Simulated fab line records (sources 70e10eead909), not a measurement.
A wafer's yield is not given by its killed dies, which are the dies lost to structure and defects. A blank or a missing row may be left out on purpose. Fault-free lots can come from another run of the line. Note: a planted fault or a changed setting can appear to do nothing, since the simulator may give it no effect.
Chamber matching :: flow nand_harc :: NHARC_P_STI_ETCH_42 on rie_diel-10 has 4 sister chambers
The step etches the open film in N2/H2, target depth 80 nm, overetch 24 nm, time 61 s. 8 wafers are shown with their chamber, then 7 later ones without.

## EACH WAFER AND ITS CHAMBER
wafer: L121.2
chamber: 3
drypump_motor_current_A (A): 5.8
rf_vpp_V (V): 432.6

wafer: L122.3
chamber: 3
drypump_motor_current_A (A): 5.8
rf_vpp_V (V): 433.6

wafer: L124.6
chamber: 1
drypump_motor_current_A (A): 5.4
rf_vpp_V (V): 434.5

wafer: L125.1
chamber: 0
drypump_motor_current_A (A): 6.1
rf_vpp_V (V): 427.5

wafer: L125.5
chamber: 2
drypump_motor_current_A (A): 5.9
rf_vpp_V (V): 430.6

wafer: L125.6
chamber: 1
drypump_motor_current_A (A): 5.4
rf_vpp_V (V): 434.0

wafer: L126.3
chamber: 2
drypump_motor_current_A (A): 5.9
rf_vpp_V (V): 431.8

wafer: L126.4
chamber: 0
drypump_motor_current_A (A): 6.2
rf_vpp_V (V): 428.9

## WAFERS WITHOUT THEIR CHAMBER
wafer: L126.6
drypump_motor_current_A (A): 5.4
rf_vpp_V (V): 433.3

wafer: L127.2
drypump_motor_current_A (A): 5.4
rf_vpp_V (V): 435.1

wafer: L127.3
drypump_motor_current_A (A): 5.9
rf_vpp_V (V): 430.4

wafer: L127.6
drypump_motor_current_A (A): 5.9
rf_vpp_V (V): 430.3

wafer: L134.1
drypump_motor_current_A (A): 5.9
rf_vpp_V (V): 428.0

wafer: L134.3
drypump_motor_current_A (A): 5.4
rf_vpp_V (V): 433.7

wafer: L134.4
drypump_motor_current_A (A): 6.2
rf_vpp_V (V): 426.8

## EACH ONE'S CHAMBER
wafer: L126.6
from the rows above: 1
in truth: 1

wafer: L127.2
from the rows above: 1
in truth: 1

wafer: L127.3
from the rows above: 2
in truth: 2

wafer: L127.6
from the rows above: 2
in truth: 2

wafer: L134.1
from the rows above: 2
in truth: 2

wafer: L134.3
from the rows above: 1
in truth: 1

wafer: L134.4
from the rows above: 0
in truth: 0
7 of 7 placed correctly. Can't be placed from these rows: 0. Number placed wrongly: 0.
How it was worked out, from the rows above alone: a wafer's distance from a chamber is the root of the sum, over the readings, of the square of ((its reading less the chamber's mean) divided by the reading's scatter). The wafer belongs to the nearest chamber; if the next one is less than 2 further off, it can't be placed. For every chamber, the mean is computed from those of its wafers that are shown. The scatter: take each reading less its chamber's mean, square it, sum over the shown wafers, divide by the number of wafers less the number of chambers, and take the root.
